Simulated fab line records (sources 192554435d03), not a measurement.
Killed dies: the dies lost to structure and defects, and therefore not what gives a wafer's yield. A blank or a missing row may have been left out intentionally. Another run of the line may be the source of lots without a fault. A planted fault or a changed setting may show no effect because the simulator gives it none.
Matching of chambers :: flow n5Finfet :: N5_MOL_CONTACT_COAG_STRIP_72 on rieDiel-05: 4 sister chambers
The step strips in N2/H2. 8 wafers are shown with their chamber, then 9 later ones without.

WAFERS PAIRED WITH THEIR CHAMBERS
wafer: L074.6
chamber: 1
showerheadPlenumPTorr (Torr): 2.60
drypumpMotorCurrentA (A): 5.5

wafer: L082.1
chamber: 1
showerheadPlenumPTorr (Torr): 2.59
drypumpMotorCurrentA (A): 5.5

wafer: L083.1
chamber: 2
showerheadPlenumPTorr (Torr): 2.34
drypumpMotorCurrentA (A): 5.8

wafer: L083.3
chamber: 0
showerheadPlenumPTorr (Torr): 2.51
drypumpMotorCurrentA (A): 5.5

wafer: L083.5
chamber: 2
showerheadPlenumPTorr (Torr): 2.34
drypumpMotorCurrentA (A): 5.9

wafer: L085.2
chamber: 3
showerheadPlenumPTorr (Torr): 2.70
drypumpMotorCurrentA (A): 4.9

wafer: L085.5
chamber: 0
showerheadPlenumPTorr (Torr): 2.50
drypumpMotorCurrentA (A): 5.5

wafer: L085.6
chamber: 3
showerheadPlenumPTorr (Torr): 2.70
drypumpMotorCurrentA (A): 4.9

WAFERS WITHOUT THEIR CHAMBER
wafer: L088.1
showerheadPlenumPTorr (Torr): 2.34
drypumpMotorCurrentA (A): 5.9

wafer: L088.2
showerheadPlenumPTorr (Torr): 2.58
drypumpMotorCurrentA (A): 5.5

wafer: L088.4
showerheadPlenumPTorr (Torr): 2.50
drypumpMotorCurrentA (A): 5.4

wafer: L090.1
showerheadPlenumPTorr (Torr): 2.70
drypumpMotorCurrentA (A): 4.9

wafer: L090.4
showerheadPlenumPTorr (Torr): 2.50
drypumpMotorCurrentA (A): 5.4

wafer: L090.6
showerheadPlenumPTorr (Torr): 2.58
drypumpMotorCurrentA (A): 5.5

wafer: L092.1
showerheadPlenumPTorr (Torr): 2.50
drypumpMotorCurrentA (A): 5.4

wafer: L092.2
showerheadPlenumPTorr (Torr): 2.58
drypumpMotorCurrentA (A): 5.5

wafer: L092.3
showerheadPlenumPTorr (Torr): 2.70
drypumpMotorCurrentA (A): 4.9

WHICH CHAMBER EACH ONE RAN IN
wafer: L088.1
from the rows above: 2
in truth: 2

wafer: L088.2
from the rows above: 1
in truth: 1

wafer: L088.4
from the rows above: 0
in truth: 0

wafer: L090.1
from the rows above: 3
in truth: 3

wafer: L090.4
from the rows above: 0
in truth: 0

wafer: L090.6
from the rows above: 1
in truth: 1

wafer: L092.1
from the rows above: 0
in truth: 0

wafer: L092.2
from the rows above: 1
in truth: 1

wafer: L092.3
from the rows above: 3
in truth: 3
Placed correctly: 9 of 9. Number that these rows cannot place: 0. Wrongly placed: 0.
How it was worked out, from the rows above alone: a wafer's distance from a chamber is the root of the sum, over the readings, of the square of ((its reading less the chamber's mean) divided by the reading's scatter). The wafer belongs to the nearest chamber; if the next one is less than 2 further off, it can't be placed. For every chamber, the mean is computed from those of its wafers that are shown. The scatter: take each reading less its chamber's mean, square it, sum over the shown wafers, divide by the number of wafers less the number of chambers, and take the root.
